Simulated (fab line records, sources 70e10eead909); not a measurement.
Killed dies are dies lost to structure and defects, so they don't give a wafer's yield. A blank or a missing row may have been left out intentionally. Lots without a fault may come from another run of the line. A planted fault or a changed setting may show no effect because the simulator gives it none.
Which tool is to blame? + flow nand_harc + 36 wafers from 12 lots sampled at 5 of the route's 1159 steps

WHAT THE GAUGES READ, wafer by wafer
NHARC_END_SORT_01. Usual: killed_at_array 28, standard deviation 10; killed_at_other 0.6, standard deviation 1.1; killed_at_periphery 3.6, standard deviation 2.6; killed_dies 32, standard deviation 10; killed_open 3.3, standard deviation 1.8; killed_short 1.9, standard deviation 1.4.
| lot  | measured     | on        | killed_at_array | killed_at_other | killed_at_periphery | killed_dies | killed_open | killed_short | flag |
|------|--------------|-----------|-----------------|-----------------|---------------------|-------------|-------------|--------------|------|
| L880 | day 24 19:20 | prober-02 | 41 50 38        | 0 0 0           | 15 6 8              | 56 56 46    | 1 3 1       | 3 2 4        |      |

TOOL THAT RAN EACH LOT (tool first, then ch and the chambers of the sampled wafers, then the start)
| lot  | NHARC_A_CONTACT_CVD_19                   | NHARC_A_BLC_SOFTBAKE_05           | NHARC_A_BLC_ETCH_17                         | NHARC_A_BLC_ETCH_18                         |
|------|------------------------------------------|-----------------------------------|---------------------------------------------|---------------------------------------------|
| L859 | cvd_w-02 ch 0, day 17 17:00 or earlier   | litho_track-01 ch 0, day 17 17:00 | rie_diel-11 ch 0,2, no start                | rie_diel-11 ch 0,2,3, no start              |
| L862 | cvd_w-01 ch 0,1, day 18 00:00 or earlier | litho_track-04 ch 0, day 18 00:00 | rie_diel-11 ch 0,3, no start                | rie_diel-11 ch 0,1,3, no start              |
| L866 | cvd_w-01 ch 0, day 18 23:00 or earlier   | litho_track-06 ch 0, day 18 23:00 | rie_diel-01 ch 1,2,3, no start              | rie_diel-01 ch 2,3, no start                |
| L865 | cvd_w-01 ch 0,1, day 19 11:00 or earlier | litho_track-04 ch 0, day 19 11:00 | rie_diel-01 ch 0,1, no start                | rie_diel-01 ch 1,3, no start                |
| L867 | cvd_w-02 ch 0,1, day 19 13:00 or earlier | litho_track-04 ch 0, day 19 13:00 | rie_diel-11 ch 0,2,3, no start              | rie_diel-11 ch 0,1, no start                |
| L871 | cvd_w-01 ch 1, day 20 11:00 or earlier   | litho_track-04 ch 0, day 20 11:00 | rie_diel-13 ch 0,2,3, no start              | rie_diel-13 ch 0,2,3, no start              |
| L875 | cvd_w-02 ch 0,1, day 21 06:00 or earlier | litho_track-01 ch 0, day 21 06:00 | rie_diel-01 ch 1,2, no start                | rie_diel-01 ch 2,3, no start                |
| L874 | cvd_w-01 ch 1, day 21 16:00 or earlier   | litho_track-01 ch 0, day 21 16:00 | rie_diel-11 ch 0,3, no start                | rie_diel-11 ch 0,3, no start                |
| L876 | cvd_w-01 ch 0,1, day 21 23:00 or earlier | litho_track-01 ch 0, day 21 23:00 | rie_diel-11 ch 1,3, no start                | rie_diel-11 ch 0,2,3, no start              |
| L879 | cvd_w-01 ch 0,1, day 22 11:00 or earlier | litho_track-06 ch 0, day 22 11:00 | rie_diel-01 ch 0,3, no start                | rie_diel-01 ch 0,1,2, no start              |
| L880 | cvd_w-01 ch 0,1, day 22 19:00 or earlier | litho_track-01 ch 0, day 22 19:00 | rie_diel-11 ch 0,3, day 24 19:20 or earlier | rie_diel-11 ch 0,1, day 24 19:20 or earlier |
| L881 | cvd_w-01 ch 0,1, day 23 02:00 or earlier | litho_track-01 ch 0, day 23 02:00 | rie_diel-01 ch 1,2,3, no start              | rie_diel-01 ch 1,3, no start                |
- NHARC_A_CONTACT_CVD_19: deposits W, target thk 300 nm, time 802 s.
- NHARC_A_BLC_SOFTBAKE_05: time 55 s.
- NHARC_A_BLC_ETCH_17: etches the open film in N2/H2, target depth 390 nm, time 609.38 s.
- NHARC_A_BLC_ETCH_18: etches the open film in C4F8/O2/Ar, target depth 910 nm.

AS READ BY THE TOOLS THEMSELVES (means over the sampled wafers that have a number; for cases with no such wafer, the mark the record gives instead)
NHARC_A_CONTACT_CVD_19. Usual: heater_power_w 534 W, standard deviation 79; throttle_valve_pct 7.93 %, standard deviation 0.21.
| lot  | tool     | heater_power_w (W) | throttle_valve_pct (%) | flag |
|------|----------|--------------------|------------------------|------|
| L859 | cvd_w-02 | 502                | 8.29                   |      |
| L862 | cvd_w-01 | 590                | 7.96                   |      |
| L866 | cvd_w-01 | 494                | 7.83                   |      |
| L865 | cvd_w-01 | 543                | 8.06                   |      |
| L867 | cvd_w-02 | 463                | 8.03                   |      |
| L871 | cvd_w-01 | 651                | 8.14                   |      |
| L875 | cvd_w-02 | 461                | 7.91                   |      |
| L874 | cvd_w-01 | 640                | 7.77                   |      |
| L876 | cvd_w-01 | 546                | 7.75                   |      |
| L879 | cvd_w-01 | 594                | 7.75                   |      |
| L880 | cvd_w-01 | 590                | 7.91                   |      |
| L881 | cvd_w-01 | 589                | 7.83                   |      |

NHARC_A_BLC_SOFTBAKE_05. Usual: 188.46 W for heater_power_total_W, sd 0.14.
| lot  | tool           | heater_power_total_W (W) | flag |
|------|----------------|--------------------------|------|
| L859 | litho_track-01 | 188.48                   |      |
| L862 | litho_track-04 | 188.38                   |      |
| L866 | litho_track-06 | 188.45                   |      |
| L865 | litho_track-04 | 188.36                   |      |
| L867 | litho_track-04 | 176.11                   | OFF  |
| L871 | litho_track-04 | 176.18                   | OFF  |
| L875 | litho_track-01 | 188.36                   |      |
| L874 | litho_track-01 | 188.43                   |      |
| L876 | litho_track-01 | 188.41                   |      |
| L879 | litho_track-06 | 188.54                   |      |
| L880 | litho_track-01 | 188.39                   |      |
| L881 | litho_track-01 | 188.52                   |      |

NHARC_A_BLC_ETCH_17. Usual: chamber_pressure_mTorr 30.004 mTorr, standard deviation 0.027; drypump_motor_current_A 5.6 A, standard deviation 0.6; oes_product_au 0.998 a.u., standard deviation 0.012; rf_vpp_V 430.5 V, standard deviation 2.5; showerhead_plenum_p_Torr 2.04 Torr, standard deviation 0.091; throttle_valve_pct 14.172 %, standard deviation 0.0084.
| lot  | tool        | chamber_pressure_mTorr (mTorr) | drypump_motor_current_A (A) | oes_product_au (a.u.) | rf_vpp_V (V) | showerhead_plenum_p_Torr (Torr) | throttle_valve_pct (%) | flag |
|------|-------------|--------------------------------|-----------------------------|-----------------------|--------------|---------------------------------|------------------------|------|
| L859 | rie_diel-11 | 30.003                         | 5.4                         | 0.983                 | 432.4        | 2.10                            | 14.170                 |      |
| L862 | rie_diel-11 | 30.021                         | 6.0                         | 1.009                 | 432.8        | 2.12                            | 14.176                 |      |
| L866 | rie_diel-01 | 30.027                         | 5.8                         | 0.995                 | 431.3        | 2.01                            | 14.167                 |      |
| L865 | rie_diel-01 | 30.015                         | 5.3                         | 1.003                 | 427.4        | 1.93                            | 14.174                 |      |
| L867 | rie_diel-11 | 30.024                         | 5.7                         | 1.004                 | 432.2        | 2.11                            | 14.171                 |      |
| L871 | rie_diel-13 | 29.995                         | 5.8                         | 0.991                 | 432.2        | 2.12                            | 14.172                 |      |
| L875 | rie_diel-01 | 30.002                         | 5.1                         | 1.000                 | 431.8        | 2.07                            | 14.172                 |      |
| L874 | rie_diel-11 | 29.989                         | 6.0                         | 1.001                 | 432.2        | 2.12                            | 14.170                 |      |
| L876 | rie_diel-11 | 30.005                         | 5.6                         | 1.008                 | 430.9        | 2.07                            | 14.171                 |      |
| L879 | rie_diel-01 | 30.026                         | 5.7                         | 1.005                 | 427.1        | 1.91                            | 14.174                 |      |
| L880 | rie_diel-11 | 29.970                         | 6.1                         | 0.999                 | 432.3        | 2.11                            | 14.171                 |      |
| L881 | rie_diel-01 | 30.011                         | 5.7                         | 1.004                 | 430.3        | 2.01                            | 14.179                 |      |

NHARC_A_BLC_ETCH_18. Usual: chamber_pressure_mTorr 25.000 mTorr, standard deviation 0.022; oes_product_au 0.951 a.u., standard deviation 0.023; rf_vpp_V 978 V, standard deviation 5.9.
| lot  | tool        | chamber_pressure_mTorr (mTorr) | oes_product_au (a.u.) | rf_vpp_V (V) | flag |
|------|-------------|--------------------------------|-----------------------|--------------|------|
| L859 | rie_diel-11 | 25.005                         | 0.957                 | 983          |      |
| L862 | rie_diel-11 | 24.987                         | 0.971                 | 980          |      |
| L866 | rie_diel-01 | 24.994                         | 0.960                 | 976          |      |
| L865 | rie_diel-01 | 25.009                         | 0.911                 | 974          |      |
| L867 | rie_diel-11 | 24.986                         | 0.961                 | 978          |      |
| L871 | rie_diel-13 | 24.999                         | 0.946                 | 982          |      |
| L875 | rie_diel-01 | 24.983                         | 0.918                 | 974          |      |
| L874 | rie_diel-11 | 24.981                         | 0.926                 | 984          |      |
| L876 | rie_diel-11 | 25.016                         | 0.965                 | 982          |      |
| L879 | rie_diel-01 | 25.012                         | 0.978                 | 976          |      |
| L880 | rie_diel-11 | 24.975                         | 0.922                 | 980          |      |
| L881 | rie_diel-01 | 25.013                         | 0.969                 | 973          |      |

THE ANSWER, worked out from the rows above alone
Rule: a lot counts as off when the mean over its wafers that have a number is more than 3 standard deviations away from the usual mean. A lot without any number at a reading at which 4 lots or more have one is off too. Any other lot the step has rows for is counted as sound. The gauges are gone through in route order, then the tools' own readings, and for those a lot's mean is taken as printed above. The first step at which some lot is off is used, and at that step the reading that is off furthest; a lot without a number counts as furthest.
Off, at NHARC_A_BLC_SOFTBAKE_05 on heater_power_total_W: L867, L871.
If a tool, at that step or one of the process steps before it, ran each lot that is off and ran no sound lot following the first of them, it fits. With no start given for some of its lots, NHARC_A_CONTACT_CVD_19 uses the hours and lot order of NHARC_A_BLC_SOFTBAKE_05. One fits: NHARC_A_BLC_SOFTBAKE_05 on litho_track-04. A fault onset in the window from L865 (day 19 11:00, its last sound lot) to L867 (day 19 13:00, its first lot off) fits.
The tool's own readings at NHARC_A_BLC_SOFTBAKE_05 bear it out: on the lots that are off they differ by more than 5 times the standard deviation of the sound lots' means. heater_power_total_W reads 176.15 W there against 188.43 W on the sound lots.

WHAT THE SIMULATOR HAD PUT IN
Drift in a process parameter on litho_track-04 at NHARC_A_BLC_SOFTBAKE_05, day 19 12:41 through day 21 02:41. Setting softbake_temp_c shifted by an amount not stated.
Shown lots that were struck: L867, L871. This agrees with what the rule above found.
